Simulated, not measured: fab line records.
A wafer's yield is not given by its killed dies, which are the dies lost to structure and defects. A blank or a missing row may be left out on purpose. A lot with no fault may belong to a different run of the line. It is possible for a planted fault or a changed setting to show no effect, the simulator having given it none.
Which tool did it? / flow n5_finfet / 29 wafers from 10 lots sampled at 6 of the route's 1938 steps

## WHAT THE GAUGES SHOWED, per wafer
N5_BEOL_M4_RC_MEAS_101.
lot=L834; measured=day 8 02:03; on=prober-01; DIBL_N (mV/V)=38.1 35.5 38.4; DIBL_P (mV/V)=37.9 34.4 37.7; IOFF_N (nA/um)=0.19 0.13 0.19; IOFF_P (nA/um)=0.25 0.20 0.25; ION_N (uA/um)=676 668 679; ION_P (uA/um)=471 460 465; SS_N (mV/dec)=71.6 71.4 72.1; SS_P (mV/dec)=73.4 72.3 73.3; VT_N (mV)=248 254 250; VT_P (mV)=-247 -250 -248
lot=L838; measured=day 8 22:40; on=prober-01; DIBL_N (mV/V)=36.9 37.0 34.1; DIBL_P (mV/V)=36.5 37.8 34.2; IOFF_N (nA/um)=0.16 0.17 0.12; IOFF_P (nA/um)=0.24 0.28 0.20; ION_N (uA/um)=675 681 673; ION_P (uA/um)=468 473 469; SS_N (mV/dec)=72.0 72.5 70.9; SS_P (mV/dec)=73.9 74.3 72.2; VT_N (mV)=249 250 253; VT_P (mV)=-244 -245 -248
lot=L841; measured=day 9 06:25; on=prober-02; DIBL_N (mV/V)=32.9 35.6 34.9; DIBL_P (mV/V)=33.4 35.8 34.8; IOFF_N (nA/um)=0.11 0.16 0.15; IOFF_P (nA/um)=0.16 0.19 0.17; ION_N (uA/um)=660 679 670; ION_P (uA/um)=455 461 460; SS_N (mV/dec)=70.7 71.8 72.0; SS_P (mV/dec)=72.0 72.5 72.5; VT_N (mV)=254 248 249; VT_P (mV)=-254 -252 -254
lot=L846; measured=day 11 07:41; on=prober-01; DIBL_N (mV/V)=39.4 37.2 39.0; DIBL_P (mV/V)=41.0 37.9 41.0; IOFF_N (nA/um)=0.24 0.19 0.24; IOFF_P (nA/um)=0.35 0.27 0.34; ION_N (uA/um)=692 693 710; ION_P (uA/um)=477 473 485; SS_N (mV/dec)=72.1 71.9 73.3; SS_P (mV/dec)=74.1 74.3 74.0; VT_N (mV)=243 245 242; VT_P (mV)=-243 -247 -242
lot=L850; measured=day 11 21:11; on=prober-01; DIBL_N (mV/V)=40.2 37.6 39.0; DIBL_P (mV/V)=42.0 39.5 39.6; IOFF_N (nA/um)=0.26 0.20 0.22; IOFF_P (nA/um)=0.30 0.26 0.25; ION_N (uA/um)=697 687 681; ION_P (uA/um)=471 465 455; SS_N (mV/dec)=73.5 72.0 72.6; SS_P (mV/dec)=74.6 74.1 74.0; VT_N (mV)=244 246 246; VT_P (mV)=-245 -248 -247
lot=L853; measured=day 12 12:13; on=prober-01; DIBL_N (mV/V)=38.6 36.9 37.8; DIBL_P (mV/V)=37.4 35.7 35.7; IOFF_N (nA/um)=0.22 0.17 0.19; IOFF_P (nA/um)=0.22 0.18 0.19; ION_N (uA/um)=684 666 670; ION_P (uA/um)=457 444 452; SS_N (mV/dec)=73.4 73.2 73.0; SS_P (mV/dec)=73.9 73.4 73.2; VT_N (mV)=246 250 251; VT_P (mV)=-252 -256 -253
lot=L852; measured=day 12 16:45; on=prober-01; DIBL_N (mV/V)=38.3 40.2 40.9; DIBL_P (mV/V)=37.5 38.8 40.6; IOFF_N (nA/um)=0.19 0.24 0.25; IOFF_P (nA/um)=0.26 0.30 0.33; ION_N (uA/um)=698 688 693; ION_P (uA/um)=484 465 476; SS_N (mV/dec)=71.2 72.5 72.6; SS_P (mV/dec)=74.0 74.3 73.9; VT_N (mV)=245 244 244; VT_P (mV)=-244 -245 -244
lot=L856; measured=day 13 06:49; on=prober-01; DIBL_N (mV/V)=36.3 32.8; DIBL_P (mV/V)=37.3 33.6; IOFF_N (nA/um)=0.19 0.13; IOFF_P (nA/um)=0.26 0.20; ION_N (uA/um)=689 652; ION_P (uA/um)=471 457; SS_N (mV/dec)=72.2 71.2; SS_P (mV/dec)=73.4 71.7; VT_N (mV)=246 253; VT_P (mV)=-245 -250
lot=L855; measured=day 13 07:31; on=prober-02; DIBL_N (mV/V)=35.7 40.3 36.5; DIBL_P (mV/V)=36.0 39.2 36.0; IOFF_N (nA/um)=0.16 0.23 0.16; IOFF_P (nA/um)=0.20 0.24 0.20; ION_N (uA/um)=685 684 685; ION_P (uA/um)=469 461 468; SS_N (mV/dec)=70.9 72.7 71.6; SS_P (mV/dec)=73.0 74.4 73.3; VT_N (mV)=248 245 249; VT_P (mV)=-250 -252 -253
lot=L857; measured=day 13 09:58; on=prober-02; DIBL_N (mV/V)=36.4 36.8 37.0; DIBL_P (mV/V)=36.7 36.7 37.2; IOFF_N (nA/um)=0.17 0.17 0.18; IOFF_P (nA/um)=0.21 0.22 0.23; ION_N (uA/um)=672 671 675; ION_P (uA/um)=459 454 460; SS_N (mV/dec)=71.2 72.2 71.9; SS_P (mV/dec)=73.0 73.5 73.8; VT_N (mV)=248 248 247; VT_P (mV)=-252 -250 -250

N5_BEOL_M9_CD_MEAS_18: pitch 140 nm, target cd 70 nm.
lot=L834; measured=day 10 00:01; on=cd_sem-03; cd_nm (nm)=69.4 70.7 69.0
lot=L838; measured=day 10 11:28; on=cd_sem-01; cd_nm (nm)=67.9 68.7 70.3
lot=L841; measured=day 10 23:55; on=cd_sem-01; cd_nm (nm)=68.9 68.3 69.1
lot=L846; measured=day 13 01:32; on=cd_sem-01; cd_nm (nm)=70.5 70.2 70.2
lot=L850; measured=day 13 17:36; on=cd_sem-01; cd_nm (nm)=70.8 70.1 71.2
lot=L853; measured=day 14 05:33; on=cd_sem-01; cd_nm (nm)=68.8 69.8 70.3
lot=L852; measured=day 14 12:07; on=cd_sem-03; cd_nm (nm)=70.8 70.2 70.5
lot=L856; measured=day 15 00:13; on=cd_sem-02; cd_nm (nm)=70.3 71.1
lot=L855; measured=day 14 20:38; on=cd_sem-03; cd_nm (nm)=69.2 70.0 69.0
lot=L857; measured=day 15 05:00; on=cd_sem-01; cd_nm (nm)=68.2 70.1 68.0

N5_BEOL_M9_OCD_MEAS_38.
lot=L834; measured=day 10 02:47; on=ocd-02; trench_depth_nm (nm)=150.8 149.7 148.5
lot=L838; measured=day 10 12:22; on=ocd-02; trench_depth_nm (nm)=150.4 148.6 151.0
lot=L841; measured=day 11 01:25; on=ocd-02; trench_depth_nm (nm)=151.6 155.4 154.6
lot=L846; measured=day 13 05:32; on=ocd-02; trench_depth_nm (nm)=153.6 153.5 153.9
lot=L850; measured=day 13 21:17; on=ocd-02; trench_depth_nm (nm)=0.3 0 0
lot=L853; measured=day 14 06:41; on=ocd-02; trench_depth_nm (nm)=0 0.4 0
lot=L852; measured=day 14 13:13; on=ocd-01; trench_depth_nm (nm)=0.5 0.4 0
lot=L856; measured=day 15 01:10; on=ocd-01; trench_depth_nm (nm)=147.9 150.7
lot=L855; measured=day 14 22:13; on=ocd-02; trench_depth_nm (nm)=151.8 152.8 151.8
lot=L857; measured=day 15 08:37; on=ocd-02; trench_depth_nm (nm)=150.5 153.0 151.1

N5_BEOL_M9_CD_MEAS_35: target cd 70 nm, target cd y 40 nm.
lot=L834; measured=day 10 02:56; on=cd_sem-03; cd_nm (nm)=69.4 70.6 69.0
lot=L838; measured=day 10 12:32; on=cd_sem-02; cd_nm (nm)=68.1 68.8 70.3
lot=L841; measured=day 11 01:34; on=cd_sem-01; cd_nm (nm)=69.4 68.6 68.8
lot=L846; measured=day 13 05:41; on=cd_sem-01; cd_nm (nm)=70.1 70.2 70.2
lot=L850; measured=day 13 21:32; on=cd_sem-01; cd_nm (nm)=70.8 70.2 71.3
lot=L853; measured=day 14 06:50; on=cd_sem-01; cd_nm (nm)=69.3 70.1 70.5
lot=L852; measured=day 14 13:23; on=cd_sem-02; cd_nm (nm)=70.4 69.7 71.0
lot=L856; measured=day 15 01:19; on=cd_sem-01; cd_nm (nm)=70.4 71.2
lot=L855; measured=day 14 22:22; on=cd_sem-01; cd_nm (nm)=69.5 69.9 69.1
lot=L857; measured=day 15 08:47; on=cd_sem-02; cd_nm (nm)=68.5 69.8 67.8

## WHICH TOOL RAN EACH LOT (tool, then ch and the chambers of the sampled wafers, then the start)
lot=L834; N5_BEOL_M9_HM_OPEN_17=rie_metal-03 ch 0,1, day 9 23:48; N5_BEOL_M9_TRENCH_ETCH_37=rie_diel-06 ch 1,2,3, day 10 02:37
lot=L838; N5_BEOL_M9_HM_OPEN_17=rie_metal-02 ch 0, day 10 11:13; N5_BEOL_M9_TRENCH_ETCH_37=rie_diel-04 ch 0,1,2, day 10 12:12
lot=L841; N5_BEOL_M9_HM_OPEN_17=rie_metal-01 ch 0, day 10 23:35; N5_BEOL_M9_TRENCH_ETCH_37=rie_diel-02 ch 0,1, day 11 01:14
lot=L846; N5_BEOL_M9_HM_OPEN_17=rie_metal-01 ch 0,1, day 13 01:22; N5_BEOL_M9_TRENCH_ETCH_37=rie_diel-02 ch 0,1,3, day 13 05:22
lot=L850; N5_BEOL_M9_HM_OPEN_17=rie_metal-01 ch 0,1, day 13 17:18; N5_BEOL_M9_TRENCH_ETCH_37=rie_diel-02 ch 0,1, day 13 21:07
lot=L853; N5_BEOL_M9_HM_OPEN_17=rie_metal-02 ch 0,1, day 14 05:22; N5_BEOL_M9_TRENCH_ETCH_37=rie_diel-04 ch 0,3, day 14 06:31
lot=L852; N5_BEOL_M9_HM_OPEN_17=rie_metal-03 ch 0,1, day 14 11:56; N5_BEOL_M9_TRENCH_ETCH_37=rie_diel-02 ch 2,3, day 14 13:03
lot=L856; N5_BEOL_M9_HM_OPEN_17=rie_metal-01 ch 0, day 14 23:56; N5_BEOL_M9_TRENCH_ETCH_37=rie_diel-02 ch 2,3, day 15 00:59
lot=L855; N5_BEOL_M9_HM_OPEN_17=rie_metal-03 ch 0,1, day 14 20:17; N5_BEOL_M9_TRENCH_ETCH_37=rie_diel-04 ch 0,2, day 14 22:03
lot=L857; N5_BEOL_M9_HM_OPEN_17=rie_metal-03 ch 0,1, day 15 04:49; N5_BEOL_M9_TRENCH_ETCH_37=rie_diel-02 ch 1,3, day 15 08:26
- N5_BEOL_M9_HM_OPEN_17: chemistry Cl2/BCl3, target TiN, target depth 20 nm, overetch 6 nm.
- N5_BEOL_M9_TRENCH_ETCH_37: etches SiCOH lowk in C4F6/O2, target depth 151.43 nm, time 49 s.

## WHAT THE TOOLS THEMSELVES READ (means of the sampled wafers that have a number; where no wafer has one, the mark that the record gives instead)
N5_BEOL_M9_HM_OPEN_17.
lot=L834; tool=rie_metal-03; drypump_motor_current_A (A)=5.8; oes_product_au (a.u.)=0.69; throttle_valve_pct (%)=21.95
lot=L838; tool=rie_metal-02; drypump_motor_current_A (A)=6.0; oes_product_au (a.u.)=0.65; throttle_valve_pct (%)=22.15
lot=L841; tool=rie_metal-01; drypump_motor_current_A (A)=6.4; oes_product_au (a.u.)=0.64; throttle_valve_pct (%)=22.08
lot=L846; tool=rie_metal-01; drypump_motor_current_A (A)=6.4; oes_product_au (a.u.)=0.67; throttle_valve_pct (%)=22.17
lot=L850; tool=rie_metal-01; drypump_motor_current_A (A)=6.4; oes_product_au (a.u.)=0.72; throttle_valve_pct (%)=22.21
lot=L853; tool=rie_metal-02; drypump_motor_current_A (A)=5.4; oes_product_au (a.u.)=0.72; throttle_valve_pct (%)=22.18
lot=L852; tool=rie_metal-03; drypump_motor_current_A (A)=5.7; oes_product_au (a.u.)=0.62; throttle_valve_pct (%)=22.20
lot=L856; tool=rie_metal-01; drypump_motor_current_A (A)=6.4; oes_product_au (a.u.)=0.61; throttle_valve_pct (%)=22.11
lot=L855; tool=rie_metal-03; drypump_motor_current_A (A)=5.8; oes_product_au (a.u.)=0.67; throttle_valve_pct (%)=21.96
lot=L857; tool=rie_metal-03; drypump_motor_current_A (A)=5.7; oes_product_au (a.u.)=0.67; throttle_valve_pct (%)=21.97

N5_BEOL_M9_TRENCH_ETCH_37.
lot=L834; tool=rie_diel-06; C4F6_flow_sccm (sccm)=10.01; O2_flow_sccm (sccm)=10.02; drypump_motor_current_A (A)=5.9; oes_product_au (a.u.)=0.80; rf_vpp_V (V)=667; showerhead_plenum_p_Torr (Torr)=2.90; throttle_valve_pct (%)=20.69
lot=L838; tool=rie_diel-04; C4F6_flow_sccm (sccm)=10.03; O2_flow_sccm (sccm)=9.99; drypump_motor_current_A (A)=5.5; oes_product_au (a.u.)=0.80; rf_vpp_V (V)=667; showerhead_plenum_p_Torr (Torr)=2.78; throttle_valve_pct (%)=20.85
lot=L841; tool=rie_diel-02; C4F6_flow_sccm (sccm)=9.97; O2_flow_sccm (sccm)=10.02; drypump_motor_current_A (A)=5.3; oes_product_au (a.u.)=0.78; rf_vpp_V (V)=664; showerhead_plenum_p_Torr (Torr)=2.99; throttle_valve_pct (%)=21.10
lot=L846; tool=rie_diel-02; C4F6_flow_sccm (sccm)=10.01; O2_flow_sccm (sccm)=10.03; drypump_motor_current_A (A)=5.5; oes_product_au (a.u.)=0.79; rf_vpp_V (V)=661; showerhead_plenum_p_Torr (Torr)=2.99; throttle_valve_pct (%)=20.87
lot=L850; tool=rie_diel-02; C4F6_flow_sccm (sccm)=-; O2_flow_sccm (sccm)=-; drypump_motor_current_A (A)=-; oes_product_au (a.u.)=-; rf_vpp_V (V)=-; showerhead_plenum_p_Torr (Torr)=-; throttle_valve_pct (%)=-
lot=L853; tool=rie_diel-04; C4F6_flow_sccm (sccm)=-; O2_flow_sccm (sccm)=-; drypump_motor_current_A (A)=-; oes_product_au (a.u.)=-; rf_vpp_V (V)=-; showerhead_plenum_p_Torr (Torr)=-; throttle_valve_pct (%)=-
lot=L852; tool=rie_diel-02; C4F6_flow_sccm (sccm)=-; O2_flow_sccm (sccm)=-; drypump_motor_current_A (A)=-; oes_product_au (a.u.)=-; rf_vpp_V (V)=-; showerhead_plenum_p_Torr (Torr)=-; throttle_valve_pct (%)=-
lot=L856; tool=rie_diel-02; C4F6_flow_sccm (sccm)=10.02; O2_flow_sccm (sccm)=10.02; drypump_motor_current_A (A)=6.2; oes_product_au (a.u.)=0.76; rf_vpp_V (V)=658; showerhead_plenum_p_Torr (Torr)=2.86; throttle_valve_pct (%)=20.92
lot=L855; tool=rie_diel-04; C4F6_flow_sccm (sccm)=10.02; O2_flow_sccm (sccm)=9.99; drypump_motor_current_A (A)=5.5; oes_product_au (a.u.)=0.82; rf_vpp_V (V)=665; showerhead_plenum_p_Torr (Torr)=2.74; throttle_valve_pct (%)=20.73
lot=L857; tool=rie_diel-02; C4F6_flow_sccm (sccm)=9.99; O2_flow_sccm (sccm)=10.01; drypump_motor_current_A (A)=5.7; oes_product_au (a.u.)=0.81; rf_vpp_V (V)=656; showerhead_plenum_p_Torr (Torr)=2.99; throttle_valve_pct (%)=20.65

## THE ANSWER, worked out from the rows above alone
Rule: what is usual is taken from the lots themselves. The widest of any qualifying gaps counts: lots, ordered by their means at a reading, are off when they make up no more than a third of the lots, leave a main group of 4 or more, and stand apart from it by 3 or more times the standard deviation of that group's means. If all means in a main group match to the digits the tables above print for the reading, that group is not used. Also off: a lot with no number at a reading for which 4 or more lots have one. All remaining lots with rows at the step are treated as sound. After the gauges, taken in route order, come the tools' own readings; for these a lot's mean is taken, as printed above. The first step at which some lot is off is used, and at that step the reading that is off furthest; a lot without a number counts as furthest.
Off: L850, L853, L852 (N5_BEOL_M9_OCD_MEAS_38, trench_depth_nm). The main group has a mean of 151.5 nm with a standard deviation of 1.7.
A tool fits if, at a process step before that reading, it ran every lot that is off, and no sound lot after the first of them. The gauges at N5_BEOL_M9_OCD_MEAS_38 aren't tried: what is off there is off at N5_BEOL_M9_TRENCH_ETCH_37 too, on other tools, and a gauge's error can't cause that. Of those tried, none fits.

## WHAT WAS PUT IN BY THE SIMULATOR
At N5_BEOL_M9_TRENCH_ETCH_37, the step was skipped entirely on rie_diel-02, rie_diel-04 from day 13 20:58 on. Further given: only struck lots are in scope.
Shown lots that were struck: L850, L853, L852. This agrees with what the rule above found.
